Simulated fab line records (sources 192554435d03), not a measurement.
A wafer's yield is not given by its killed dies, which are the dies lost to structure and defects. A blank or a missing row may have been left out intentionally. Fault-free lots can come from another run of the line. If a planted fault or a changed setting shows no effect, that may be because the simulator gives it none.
fab line records :: flow n5_finfet
[record]
  lots = 7
  wafers = 39
route steps=1938 shown FIN_SAQP@102 SD_EPI_N@267 SD_EPI_P@321 HKMG_FIN@412 GATE_CUT@469 BEOL_M4@1111
start_h: the number of hours between the record's first day and the start of the first shown wafer of the lot :: wait_h: time in hours since the lot's previous step :: " repeats the value in the row above :: L1.1+2: one row covering several wafers at once :: - no value, or no start given :: * or withheld: withheld :: < > ~ a bound
route shown NAME@n: NAME is a module with steps in the file, n the number in the route of the first one :: usual: the fault-free wafers' mean and standard deviation :: same: alike in all rows :: chamber/n: place in a boat :: sites: readings site by site :: _std_site: the values' standard deviation :: _edge_site: the outer-site mean with the inner-site mean subtracted :: radius_mm: for every site, how far away it sits from the centre of the wafer :: mask NAME#n: copy n :: behind: the most recent tool/chamber to have shaped the wafer :: hold: the reason the lot was held/the length of the hold in hours/how it ended :: device: transistor that didn't switch, given as n, p or np :: end of line: the same wafers' tests at the end of the route :: a step given without rows: its recipe and nothing more :: killed: not the wafer's yield, but the dies lost to structure and defects at the first sort :: map: a wafer's dies, marking killed ones x, the rest . and places with no die _
set.NAME: the setting as run; set.NAME@STEP: as run at that earlier step :: model.NAME: the simulator's own value behind a step, which no gauge read
one table per step and one row per wafer, for lots whose settings were changed on purpose
[[steps]]
[step N5_FIN_SAQP_HM_DEP_72]
[recipe]
  material = SiO2
  target_thk_a = 120
  temp_c = 400
  precursor = SiH4/N2O
  pressure_torr = 0.75
  rf_w = 275
  time_s = 7.2
[step N5_FIN_SAQP_ETCH_69]
[recipe]
  chemistry = N2/H2
  target = SOC
  target_depth_a = 1500
  stop_on = SiNx
  ion_energy_ev = 100
  bias_w = 61
  pressure_mtorr = 30
  source_w = 850
  n2_flow_sccm = 200
  h2_flow_sccm = 200
[step N5_SD_EPI_N_EXPOSE_06]
[recipe]
  mask_id = SD_N_BLK
  na = 1.35
  source_shape = conventional
  sigma_outer = 0.8
  polarization = unpolarized
  target_cd_nm = 120
  dose_mj = 39.75
[step N5_SD_EPI_P_EPI_21]
[recipe]
  material = SiGe:B
  dopant = B
  temp_c = 550
  pressure_torr = 20
  ambient = H2
  time_s = 355
[step N5_HKMG_FIN_ALD_79]
[recipe]
  material = TiN
  target_thk_a = 15
  temp_c = 400
  ald_precursor_family = TiCl4
  ald_co_reactant = NH3
  pulse_time_s = 1
  purge_time_s = 3
  co_reactant_purge_time_s = 2
  co_reactant_pulse_time_s = 2
  ald_cycles = 68
  pressure_torr = 3
[step N5_HKMG_FIN_ETCH_32]
[recipe]
  chemistry = N2/H2
  target = SOC
  target_depth_a = 2400
  temp_c = 40
  time_s = 300
  ion_energy_ev = 200
  mask_material = SiARC
  pressure_mtorr = 30
  source_w = 840
  bias_w = 150
  n2_flow_sccm = 200
  h2_flow_sccm = 200
[step N5_HKMG_FIN_ETCH_35]
[recipe]
  chemistry = N2/H2
  target = SOC
  target_depth_a = 2158
  ion_energy_ev = 65
  bias_w = 5
  source_w = 3000
  time_s = 243.4
  pressure_mtorr = 30
  n2_flow_sccm = 200
  h2_flow_sccm = 200
[step N5_GATE_CUT_ETCH_58]
[recipe]
  chemistry = CH3F/O2
  target = SiNx
  target_depth_a = 170
  time_s = 128.6
  ion_energy_ev = 50
  pressure_mtorr = 30
  source_w = 415
  bias_w = 21
  Ar_flow_sccm = 150
  CH3F_flow_sccm = 30
  O2_flow_sccm = 20
[step N5_BEOL_M4_RC_MEAS_101]
[usual]
  RS_SD_P = 66.0/0.93
lot.wafer: L074.1
tool: prober-02
chamber: 0
start_h: 156.19
wait_h: 0.0
set.target_thk_a@FIN_SAQP_HM_DEP_72: 120
set.target_depth_a@FIN_SAQP_ETCH_69: 1500
set.dose_mj@SD_EPI_N_EXPOSE_06: 38.83
set.epi_growth_time_s@SD_EPI_P_EPI_21: 355
set.ald_cycles@HKMG_FIN_ALD_79: 68
set.target_depth_a@HKMG_FIN_ETCH_32: 2400
set.time_s@HKMG_FIN_ETCH_35: 243.4
set.time_s@GATE_CUT_ETCH_58: 128.6
RS_SD_P[ohm/sq]: 65.5

lot.wafer: L074.2
tool: prober-02
chamber: 0
start_h: 156.19
wait_h: 0.0
set.target_thk_a@FIN_SAQP_HM_DEP_72: 120
set.target_depth_a@FIN_SAQP_ETCH_69: 1500
set.dose_mj@SD_EPI_N_EXPOSE_06: 39.75
set.epi_growth_time_s@SD_EPI_P_EPI_21: 374
set.ald_cycles@HKMG_FIN_ALD_79: 68
set.target_depth_a@HKMG_FIN_ETCH_32: 2400
set.time_s@HKMG_FIN_ETCH_35: 282.5
set.time_s@GATE_CUT_ETCH_58: 128.6
RS_SD_P[ohm/sq]: 64.1

lot.wafer: L074.3
tool: prober-02
chamber: 0
start_h: 156.19
wait_h: 0.0
set.target_thk_a@FIN_SAQP_HM_DEP_72: 108.1
set.target_depth_a@FIN_SAQP_ETCH_69: 1500
set.dose_mj@SD_EPI_N_EXPOSE_06: 39.75
set.epi_growth_time_s@SD_EPI_P_EPI_21: 374
set.ald_cycles@HKMG_FIN_ALD_79: 68
set.target_depth_a@HKMG_FIN_ETCH_32: 2400
set.time_s@HKMG_FIN_ETCH_35: 243.4
set.time_s@GATE_CUT_ETCH_58: 128.6
RS_SD_P[ohm/sq]: 62.8

lot.wafer: L074.4
tool: prober-02
chamber: 0
start_h: 156.19
wait_h: 0.0
set.target_thk_a@FIN_SAQP_HM_DEP_72: 120
set.target_depth_a@FIN_SAQP_ETCH_69: 1500
set.dose_mj@SD_EPI_N_EXPOSE_06: 38.83
set.epi_growth_time_s@SD_EPI_P_EPI_21: 355
set.ald_cycles@HKMG_FIN_ALD_79: 68
set.target_depth_a@HKMG_FIN_ETCH_32: 2400
set.time_s@HKMG_FIN_ETCH_35: 282.5
set.time_s@GATE_CUT_ETCH_58: 128.6
RS_SD_P[ohm/sq]: 65.3

lot.wafer: L074.5
tool: prober-02
chamber: 0
start_h: 156.19
wait_h: 0.0
set.target_thk_a@FIN_SAQP_HM_DEP_72: 108.1
set.target_depth_a@FIN_SAQP_ETCH_69: 1500
set.dose_mj@SD_EPI_N_EXPOSE_06: 39.75
set.epi_growth_time_s@SD_EPI_P_EPI_21: 355
set.ald_cycles@HKMG_FIN_ALD_79: 68
set.target_depth_a@HKMG_FIN_ETCH_32: 2400
set.time_s@HKMG_FIN_ETCH_35: 243.4
set.time_s@GATE_CUT_ETCH_58: 128.6
RS_SD_P[ohm/sq]: 64.9

lot.wafer: L074.6
tool: prober-02
chamber: 0
start_h: 156.19
wait_h: 0.0
set.target_thk_a@FIN_SAQP_HM_DEP_72: 108.1
set.target_depth_a@FIN_SAQP_ETCH_69: 1500
set.dose_mj@SD_EPI_N_EXPOSE_06: 38.83
set.epi_growth_time_s@SD_EPI_P_EPI_21: 374
set.ald_cycles@HKMG_FIN_ALD_79: 68
set.target_depth_a@HKMG_FIN_ETCH_32: 2400
set.time_s@HKMG_FIN_ETCH_35: 282.5
set.time_s@GATE_CUT_ETCH_58: 128.6
RS_SD_P[ohm/sq]: 63.0

lot.wafer: L078.1
tool: prober-02
chamber: 0
start_h: 179.56
wait_h: 0.0
set.target_thk_a@FIN_SAQP_HM_DEP_72: 120
set.target_depth_a@FIN_SAQP_ETCH_69: 1500
set.dose_mj@SD_EPI_N_EXPOSE_06: 41.66
set.epi_growth_time_s@SD_EPI_P_EPI_21: 355
set.ald_cycles@HKMG_FIN_ALD_79: 68
set.target_depth_a@HKMG_FIN_ETCH_32: 2400
set.time_s@HKMG_FIN_ETCH_35: 243.4
set.time_s@GATE_CUT_ETCH_58: 128.6
RS_SD_P[ohm/sq]: 64.4

lot.wafer: L078.2
tool: prober-02
chamber: 0
start_h: 179.56
wait_h: 0.0
set.target_thk_a@FIN_SAQP_HM_DEP_72: 109.6
set.target_depth_a@FIN_SAQP_ETCH_69: 1500
set.dose_mj@SD_EPI_N_EXPOSE_06: 41.66
set.epi_growth_time_s@SD_EPI_P_EPI_21: 355
set.ald_cycles@HKMG_FIN_ALD_79: 68
set.target_depth_a@HKMG_FIN_ETCH_32: 2400
set.time_s@HKMG_FIN_ETCH_35: 243.4
set.time_s@GATE_CUT_ETCH_58: 139.6
RS_SD_P[ohm/sq]: 65.7

lot.wafer: L078.3
tool: prober-02
chamber: 0
start_h: 179.56
wait_h: 0.0
set.target_thk_a@FIN_SAQP_HM_DEP_72: 109.6
set.target_depth_a@FIN_SAQP_ETCH_69: 1500
set.dose_mj@SD_EPI_N_EXPOSE_06: 41.66
set.epi_growth_time_s@SD_EPI_P_EPI_21: 355
set.ald_cycles@HKMG_FIN_ALD_79: 73
set.target_depth_a@HKMG_FIN_ETCH_32: 2400
set.time_s@HKMG_FIN_ETCH_35: 207.1
set.time_s@GATE_CUT_ETCH_58: 128.6
RS_SD_P[ohm/sq]: 65.9

lot.wafer: L078.4
tool: prober-02
chamber: 0
start_h: 179.56
wait_h: 0.0
set.target_thk_a@FIN_SAQP_HM_DEP_72: 120
set.target_depth_a@FIN_SAQP_ETCH_69: 1500
set.dose_mj@SD_EPI_N_EXPOSE_06: 39.75
set.epi_growth_time_s@SD_EPI_P_EPI_21: 355
set.ald_cycles@HKMG_FIN_ALD_79: 73
set.target_depth_a@HKMG_FIN_ETCH_32: 2400
set.time_s@HKMG_FIN_ETCH_35: 243.4
set.time_s@GATE_CUT_ETCH_58: 128.6
RS_SD_P[ohm/sq]: 65.7

lot.wafer: L078.5
tool: prober-02
chamber: 0
start_h: 179.56
wait_h: 0.0
set.target_thk_a@FIN_SAQP_HM_DEP_72: 120
set.target_depth_a@FIN_SAQP_ETCH_69: 1500
set.dose_mj@SD_EPI_N_EXPOSE_06: 39.75
set.epi_growth_time_s@SD_EPI_P_EPI_21: 355
set.ald_cycles@HKMG_FIN_ALD_79: 68
set.target_depth_a@HKMG_FIN_ETCH_32: 2400
set.time_s@HKMG_FIN_ETCH_35: 207.1
set.time_s@GATE_CUT_ETCH_58: 139.6
RS_SD_P[ohm/sq]: 64.5

lot.wafer: L078.6
tool: prober-02
chamber: 0
start_h: 179.56
wait_h: 0.0
set.target_thk_a@FIN_SAQP_HM_DEP_72: 109.6
set.target_depth_a@FIN_SAQP_ETCH_69: 1500
set.dose_mj@SD_EPI_N_EXPOSE_06: 39.75
set.epi_growth_time_s@SD_EPI_P_EPI_21: 355
set.ald_cycles@HKMG_FIN_ALD_79: 73
set.target_depth_a@HKMG_FIN_ETCH_32: 2400
set.time_s@HKMG_FIN_ETCH_35: 207.1
set.time_s@GATE_CUT_ETCH_58: 139.6
RS_SD_P[ohm/sq]: 64.5

lot.wafer: L076.1
tool: prober-01
chamber: 0
start_h: 181.48
wait_h: 0.0
set.target_thk_a@FIN_SAQP_HM_DEP_72: 105.5
set.target_depth_a@FIN_SAQP_ETCH_69: 1500
set.dose_mj@SD_EPI_N_EXPOSE_06: 39.75
set.epi_growth_time_s@SD_EPI_P_EPI_21: 355
set.ald_cycles@HKMG_FIN_ALD_79: 68
set.target_depth_a@HKMG_FIN_ETCH_32: 2400
set.time_s@HKMG_FIN_ETCH_35: 243.4
set.time_s@GATE_CUT_ETCH_58: 100.9
RS_SD_P[ohm/sq]: 67.3

lot.wafer: L076.2
tool: prober-01
chamber: 0
start_h: 181.48
wait_h: 0.0
set.target_thk_a@FIN_SAQP_HM_DEP_72: 105.5
set.target_depth_a@FIN_SAQP_ETCH_69: 1500
set.dose_mj@SD_EPI_N_EXPOSE_06: 39.75
set.epi_growth_time_s@SD_EPI_P_EPI_21: 355
set.ald_cycles@HKMG_FIN_ALD_79: 62
set.target_depth_a@HKMG_FIN_ETCH_32: 2400
set.time_s@HKMG_FIN_ETCH_35: 289.5
set.time_s@GATE_CUT_ETCH_58: 100.9
RS_SD_P[ohm/sq]: 68.4

lot.wafer: L076.3
tool: prober-01
chamber: 0
start_h: 181.48
wait_h: 0.0
set.target_thk_a@FIN_SAQP_HM_DEP_72: 120
set.target_depth_a@FIN_SAQP_ETCH_69: 1500
set.dose_mj@SD_EPI_N_EXPOSE_06: 39.75
set.epi_growth_time_s@SD_EPI_P_EPI_21: 355
set.ald_cycles@HKMG_FIN_ALD_79: 62
set.target_depth_a@HKMG_FIN_ETCH_32: 2246
set.time_s@HKMG_FIN_ETCH_35: 243.4
set.time_s@GATE_CUT_ETCH_58: 128.6
RS_SD_P[ohm/sq]: 66.4

lot.wafer: L076.4
tool: prober-01
chamber: 0
start_h: 181.48
wait_h: 0.0
set.target_thk_a@FIN_SAQP_HM_DEP_72: 105.5
set.target_depth_a@FIN_SAQP_ETCH_69: 1500
set.dose_mj@SD_EPI_N_EXPOSE_06: 39.75
set.epi_growth_time_s@SD_EPI_P_EPI_21: 355
set.ald_cycles@HKMG_FIN_ALD_79: 62
set.target_depth_a@HKMG_FIN_ETCH_32: 2246
set.time_s@HKMG_FIN_ETCH_35: 243.4
set.time_s@GATE_CUT_ETCH_58: 128.6
RS_SD_P[ohm/sq]: 67.6

lot.wafer: L076.5
tool: prober-01
chamber: 0
start_h: 181.48
wait_h: 0.0
set.target_thk_a@FIN_SAQP_HM_DEP_72: 120
set.target_depth_a@FIN_SAQP_ETCH_69: 1500
set.dose_mj@SD_EPI_N_EXPOSE_06: 39.75
set.epi_growth_time_s@SD_EPI_P_EPI_21: 355
set.ald_cycles@HKMG_FIN_ALD_79: 68
set.target_depth_a@HKMG_FIN_ETCH_32: 2400
set.time_s@HKMG_FIN_ETCH_35: 289.5
set.time_s@GATE_CUT_ETCH_58: 128.6
RS_SD_P[ohm/sq]: 67.1

lot.wafer: L076.6
tool: prober-01
chamber: 0
start_h: 181.48
wait_h: 0.0
set.target_thk_a@FIN_SAQP_HM_DEP_72: 120
set.target_depth_a@FIN_SAQP_ETCH_69: 1500
set.dose_mj@SD_EPI_N_EXPOSE_06: 39.75
set.epi_growth_time_s@SD_EPI_P_EPI_21: 355
set.ald_cycles@HKMG_FIN_ALD_79: 68
set.target_depth_a@HKMG_FIN_ETCH_32: 2246
set.time_s@HKMG_FIN_ETCH_35: 289.5
set.time_s@GATE_CUT_ETCH_58: 100.9
RS_SD_P[ohm/sq]: 67.8

lot.wafer: L082.1
tool: prober-02
chamber: 0
start_h: 211.98
wait_h: 0.0
set.target_thk_a@FIN_SAQP_HM_DEP_72: 120
set.target_depth_a@FIN_SAQP_ETCH_69: 1590
set.dose_mj@SD_EPI_N_EXPOSE_06: 39.75
set.epi_growth_time_s@SD_EPI_P_EPI_21: 355
set.ald_cycles@HKMG_FIN_ALD_79: 68
set.target_depth_a@HKMG_FIN_ETCH_32: 2593
set.time_s@HKMG_FIN_ETCH_35: 243.4
set.time_s@GATE_CUT_ETCH_58: 128.6
RS_SD_P[ohm/sq]: 65.8

lot.wafer: L082.2
tool: prober-02
chamber: 0
start_h: 211.98
wait_h: 0.0
set.target_thk_a@FIN_SAQP_HM_DEP_72: 135.2
set.target_depth_a@FIN_SAQP_ETCH_69: 1500
set.dose_mj@SD_EPI_N_EXPOSE_06: 39.75
set.epi_growth_time_s@SD_EPI_P_EPI_21: 355
set.ald_cycles@HKMG_FIN_ALD_79: 68
set.target_depth_a@HKMG_FIN_ETCH_32: 2400
set.time_s@HKMG_FIN_ETCH_35: 243.4
set.time_s@GATE_CUT_ETCH_58: 128.6
RS_SD_P[ohm/sq]: 65.5

lot.wafer: L082.3
tool: prober-02
chamber: 0
start_h: 211.98
wait_h: 0.0
set.target_thk_a@FIN_SAQP_HM_DEP_72: 135.2
set.target_depth_a@FIN_SAQP_ETCH_69: 1590
set.dose_mj@SD_EPI_N_EXPOSE_06: 39.75
set.epi_growth_time_s@SD_EPI_P_EPI_21: 355
set.ald_cycles@HKMG_FIN_ALD_79: 68
set.target_depth_a@HKMG_FIN_ETCH_32: 2593
set.time_s@HKMG_FIN_ETCH_35: 243.4
set.time_s@GATE_CUT_ETCH_58: 128.6
RS_SD_P[ohm/sq]: 65.3

lot.wafer: L082.4
tool: prober-02
chamber: 0
start_h: 211.98
wait_h: 0.0
set.target_thk_a@FIN_SAQP_HM_DEP_72: 120
set.target_depth_a@FIN_SAQP_ETCH_69: 1500
set.dose_mj@SD_EPI_N_EXPOSE_06: 39.75
set.epi_growth_time_s@SD_EPI_P_EPI_21: 355
set.ald_cycles@HKMG_FIN_ALD_79: 77
set.target_depth_a@HKMG_FIN_ETCH_32: 2593
set.time_s@HKMG_FIN_ETCH_35: 243.4
set.time_s@GATE_CUT_ETCH_58: 128.6
RS_SD_P[ohm/sq]: 66.1

lot.wafer: L082.5
tool: prober-02
chamber: 0
start_h: 211.98
wait_h: 0.0
set.target_thk_a@FIN_SAQP_HM_DEP_72: 135.2
set.target_depth_a@FIN_SAQP_ETCH_69: 1500
set.dose_mj@SD_EPI_N_EXPOSE_06: 39.75
set.epi_growth_time_s@SD_EPI_P_EPI_21: 355
set.ald_cycles@HKMG_FIN_ALD_79: 77
set.target_depth_a@HKMG_FIN_ETCH_32: 2400
set.time_s@HKMG_FIN_ETCH_35: 243.4
set.time_s@GATE_CUT_ETCH_58: 128.6
RS_SD_P[ohm/sq]: 66.4

lot.wafer: L082.6
tool: prober-02
chamber: 0
start_h: 211.98
wait_h: 0.0
set.target_thk_a@FIN_SAQP_HM_DEP_72: 120
set.target_depth_a@FIN_SAQP_ETCH_69: 1590
set.dose_mj@SD_EPI_N_EXPOSE_06: 39.75
set.epi_growth_time_s@SD_EPI_P_EPI_21: 355
set.ald_cycles@HKMG_FIN_ALD_79: 77
set.target_depth_a@HKMG_FIN_ETCH_32: 2400
set.time_s@HKMG_FIN_ETCH_35: 243.4
set.time_s@GATE_CUT_ETCH_58: 128.6
RS_SD_P[ohm/sq]: 66.5

lot.wafer: L088.1
tool: prober-02
chamber: 0
start_h: 246.51
wait_h: 0.0
set.target_thk_a@FIN_SAQP_HM_DEP_72: 132.2
set.target_depth_a@FIN_SAQP_ETCH_69: 1500
set.dose_mj@SD_EPI_N_EXPOSE_06: 39.75
set.epi_growth_time_s@SD_EPI_P_EPI_21: 345
set.ald_cycles@HKMG_FIN_ALD_79: 68
set.target_depth_a@HKMG_FIN_ETCH_32: 2400
set.time_s@HKMG_FIN_ETCH_35: 243.4
set.time_s@GATE_CUT_ETCH_58: 153.1
RS_SD_P[ohm/sq]: 66.3

lot.wafer: L088.2
tool: prober-02
chamber: 0
start_h: 246.51
wait_h: 0.0
set.target_thk_a@FIN_SAQP_HM_DEP_72: 120
set.target_depth_a@FIN_SAQP_ETCH_69: 1500
set.dose_mj@SD_EPI_N_EXPOSE_06: 41.28
set.epi_growth_time_s@SD_EPI_P_EPI_21: 355
set.ald_cycles@HKMG_FIN_ALD_79: 77
set.target_depth_a@HKMG_FIN_ETCH_32: 2400
set.time_s@HKMG_FIN_ETCH_35: 243.4
set.time_s@GATE_CUT_ETCH_58: 153.1
RS_SD_P[ohm/sq]: 64.5

lot.wafer: L088.3
tool: prober-02
chamber: 0
start_h: 246.51
wait_h: 0.0
set.target_thk_a@FIN_SAQP_HM_DEP_72: 132.2
set.target_depth_a@FIN_SAQP_ETCH_69: 1500
set.dose_mj@SD_EPI_N_EXPOSE_06: 39.75
set.epi_growth_time_s@SD_EPI_P_EPI_21: 355
set.ald_cycles@HKMG_FIN_ALD_79: 77
set.target_depth_a@HKMG_FIN_ETCH_32: 2400
set.time_s@HKMG_FIN_ETCH_35: 243.4
set.time_s@GATE_CUT_ETCH_58: 153.1
RS_SD_P[ohm/sq]: 64.6

lot.wafer: L088.4
tool: prober-02
chamber: 0
start_h: 246.51
wait_h: 0.0
set.target_thk_a@FIN_SAQP_HM_DEP_72: 120
set.target_depth_a@FIN_SAQP_ETCH_69: 1500
set.dose_mj@SD_EPI_N_EXPOSE_06: 39.75
set.epi_growth_time_s@SD_EPI_P_EPI_21: 345
set.ald_cycles@HKMG_FIN_ALD_79: 77
set.target_depth_a@HKMG_FIN_ETCH_32: 2400
set.time_s@HKMG_FIN_ETCH_35: 243.4
set.time_s@GATE_CUT_ETCH_58: 128.6
RS_SD_P[ohm/sq]: 66.8

lot.wafer: L088.5
tool: prober-02
chamber: 0
start_h: 246.51
wait_h: 0.0
set.target_thk_a@FIN_SAQP_HM_DEP_72: 120
set.target_depth_a@FIN_SAQP_ETCH_69: 1500
set.dose_mj@SD_EPI_N_EXPOSE_06: 41.28
set.epi_growth_time_s@SD_EPI_P_EPI_21: 355
set.ald_cycles@HKMG_FIN_ALD_79: 68
set.target_depth_a@HKMG_FIN_ETCH_32: 2400
set.time_s@HKMG_FIN_ETCH_35: 243.4
set.time_s@GATE_CUT_ETCH_58: 128.6
RS_SD_P[ohm/sq]: 65.9

lot.wafer: L088.6
tool: prober-02
chamber: 0
start_h: 246.51
wait_h: 0.0
set.target_thk_a@FIN_SAQP_HM_DEP_72: 132.2
set.target_depth_a@FIN_SAQP_ETCH_69: 1500
set.dose_mj@SD_EPI_N_EXPOSE_06: 41.28
set.epi_growth_time_s@SD_EPI_P_EPI_21: 345
set.ald_cycles@HKMG_FIN_ALD_79: 68
set.target_depth_a@HKMG_FIN_ETCH_32: 2400
set.time_s@HKMG_FIN_ETCH_35: 243.4
set.time_s@GATE_CUT_ETCH_58: 128.6
RS_SD_P[ohm/sq]: 65.8

lot.wafer: L092.1
tool: prober-01
chamber: 0
start_h: 268.45
wait_h: 0.0
set.target_thk_a@FIN_SAQP_HM_DEP_72: 120
set.target_depth_a@FIN_SAQP_ETCH_69: 1500
set.dose_mj@SD_EPI_N_EXPOSE_06: 39.75
set.epi_growth_time_s@SD_EPI_P_EPI_21: 355
set.ald_cycles@HKMG_FIN_ALD_79: 68
set.target_depth_a@HKMG_FIN_ETCH_32: 2400
set.time_s@HKMG_FIN_ETCH_35: 297.3
set.time_s@GATE_CUT_ETCH_58: 114.4
RS_SD_P[ohm/sq]: 67.0

lot.wafer: L092.2
tool: prober-01
chamber: 0
start_h: 268.45
wait_h: 0.0
set.target_thk_a@FIN_SAQP_HM_DEP_72: 120
set.target_depth_a@FIN_SAQP_ETCH_69: 1668
set.dose_mj@SD_EPI_N_EXPOSE_06: 41.9
set.epi_growth_time_s@SD_EPI_P_EPI_21: 380
set.ald_cycles@HKMG_FIN_ALD_79: 60
set.target_depth_a@HKMG_FIN_ETCH_32: 2612
set.time_s@HKMG_FIN_ETCH_35: 297.3
set.time_s@GATE_CUT_ETCH_58: 128.6
RS_SD_P[ohm/sq]: 63.3

lot.wafer: L092.3
tool: prober-01
chamber: 0
start_h: 268.45
wait_h: 0.0
set.target_thk_a@FIN_SAQP_HM_DEP_72: 113.4
set.target_depth_a@FIN_SAQP_ETCH_69: 1668
set.dose_mj@SD_EPI_N_EXPOSE_06: 39.75
set.epi_growth_time_s@SD_EPI_P_EPI_21: 355
set.ald_cycles@HKMG_FIN_ALD_79: 60
set.target_depth_a@HKMG_FIN_ETCH_32: 2400
set.time_s@HKMG_FIN_ETCH_35: 297.3
set.time_s@GATE_CUT_ETCH_58: 128.6
RS_SD_P[ohm/sq]: 66.4

lot.wafer: L092.4
tool: prober-01
chamber: 0
start_h: 268.45
wait_h: 0.0
set.target_thk_a@FIN_SAQP_HM_DEP_72: 113.4
set.target_depth_a@FIN_SAQP_ETCH_69: 1668
set.dose_mj@SD_EPI_N_EXPOSE_06: 39.75
set.epi_growth_time_s@SD_EPI_P_EPI_21: 380
set.ald_cycles@HKMG_FIN_ALD_79: 68
set.target_depth_a@HKMG_FIN_ETCH_32: 2612
set.time_s@HKMG_FIN_ETCH_35: 243.4
set.time_s@GATE_CUT_ETCH_58: 128.6
RS_SD_P[ohm/sq]: 63.5

lot.wafer: L092.5
tool: prober-01
chamber: 0
start_h: 268.45
wait_h: 0.0
set.target_thk_a@FIN_SAQP_HM_DEP_72: 113.4
set.target_depth_a@FIN_SAQP_ETCH_69: 1500
set.dose_mj@SD_EPI_N_EXPOSE_06: 41.9
set.epi_growth_time_s@SD_EPI_P_EPI_21: 355
set.ald_cycles@HKMG_FIN_ALD_79: 68
set.target_depth_a@HKMG_FIN_ETCH_32: 2612
set.time_s@HKMG_FIN_ETCH_35: 243.4
set.time_s@GATE_CUT_ETCH_58: 114.4
RS_SD_P[ohm/sq]: 66.5

lot.wafer: L092.6
tool: prober-01
chamber: 0
start_h: 268.45
wait_h: 0.0
set.target_thk_a@FIN_SAQP_HM_DEP_72: 120
set.target_depth_a@FIN_SAQP_ETCH_69: 1500
set.dose_mj@SD_EPI_N_EXPOSE_06: 41.9
set.epi_growth_time_s@SD_EPI_P_EPI_21: 380
set.ald_cycles@HKMG_FIN_ALD_79: 60
set.target_depth_a@HKMG_FIN_ETCH_32: 2400
set.time_s@HKMG_FIN_ETCH_35: 243.4
set.time_s@GATE_CUT_ETCH_58: 114.4
RS_SD_P[ohm/sq]: 62.7

lot.wafer: L093.2
tool: prober-01
chamber: 0
start_h: 275.85
wait_h: 0.2
set.target_thk_a@FIN_SAQP_HM_DEP_72: 120
set.target_depth_a@FIN_SAQP_ETCH_69: 1500
set.dose_mj@SD_EPI_N_EXPOSE_06: 39.75
set.epi_growth_time_s@SD_EPI_P_EPI_21: 355
set.ald_cycles@HKMG_FIN_ALD_79: 68
set.target_depth_a@HKMG_FIN_ETCH_32: 2400
set.time_s@HKMG_FIN_ETCH_35: 243.4
set.time_s@GATE_CUT_ETCH_58: 128.6
RS_SD_P[ohm/sq]: 65.6

lot.wafer: L093.4
tool: prober-01
chamber: 0
start_h: 275.85
wait_h: 0.2
set.target_thk_a@FIN_SAQP_HM_DEP_72: 120
set.target_depth_a@FIN_SAQP_ETCH_69: 1500
set.dose_mj@SD_EPI_N_EXPOSE_06: 39.75
set.epi_growth_time_s@SD_EPI_P_EPI_21: 355
set.ald_cycles@HKMG_FIN_ALD_79: 68
set.target_depth_a@HKMG_FIN_ETCH_32: 2400
set.time_s@HKMG_FIN_ETCH_35: 243.4
set.time_s@GATE_CUT_ETCH_58: 128.6
RS_SD_P[ohm/sq]: 65.5

lot.wafer: L093.6
tool: prober-01
chamber: 0
start_h: 275.85
wait_h: 0.2
set.target_thk_a@FIN_SAQP_HM_DEP_72: 120
set.target_depth_a@FIN_SAQP_ETCH_69: 1500
set.dose_mj@SD_EPI_N_EXPOSE_06: 39.75
set.epi_growth_time_s@SD_EPI_P_EPI_21: 355
set.ald_cycles@HKMG_FIN_ALD_79: 68
set.target_depth_a@HKMG_FIN_ETCH_32: 2400
set.time_s@HKMG_FIN_ETCH_35: 243.4
set.time_s@GATE_CUT_ETCH_58: 128.6
RS_SD_P[ohm/sq]: 65.4
[[key]]
[split]
  step = N5_FIN_SAQP_HM_DEP_72
  setting = target_thk_a
  stated_as = 120
response none clear
[split]
  step = N5_FIN_SAQP_ETCH_69
  setting = target_depth_a
  stated_as = 1500
response none clear
[split]
  step = N5_SD_EPI_N_EXPOSE_06
  setting = dose_mj
  stated_as = 39.75
response none clear
[split]
  step = N5_SD_EPI_P_EPI_21
  setting = epi_growth_time_s
  stated_as = 355
[response]
  step = N5_BEOL_M4_RC_MEAS_101
  reading = RS_SD_P
  slope = -0.424
  per = 1%
  together_with = all
  explained = 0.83
[split]
  step = N5_HKMG_FIN_ALD_79
  setting = ald_cycles
  stated_as = 68
response none clear
[split]
  step = N5_HKMG_FIN_ETCH_32
  setting = target_depth_a
  stated_as = 2400
response none clear
[split]
  step = N5_HKMG_FIN_ETCH_35
  setting = time_s
  stated_as = 243.4
response none clear
[split]
  step = N5_GATE_CUT_ETCH_58
  setting = time_s
  stated_as = 128.6
response none clear
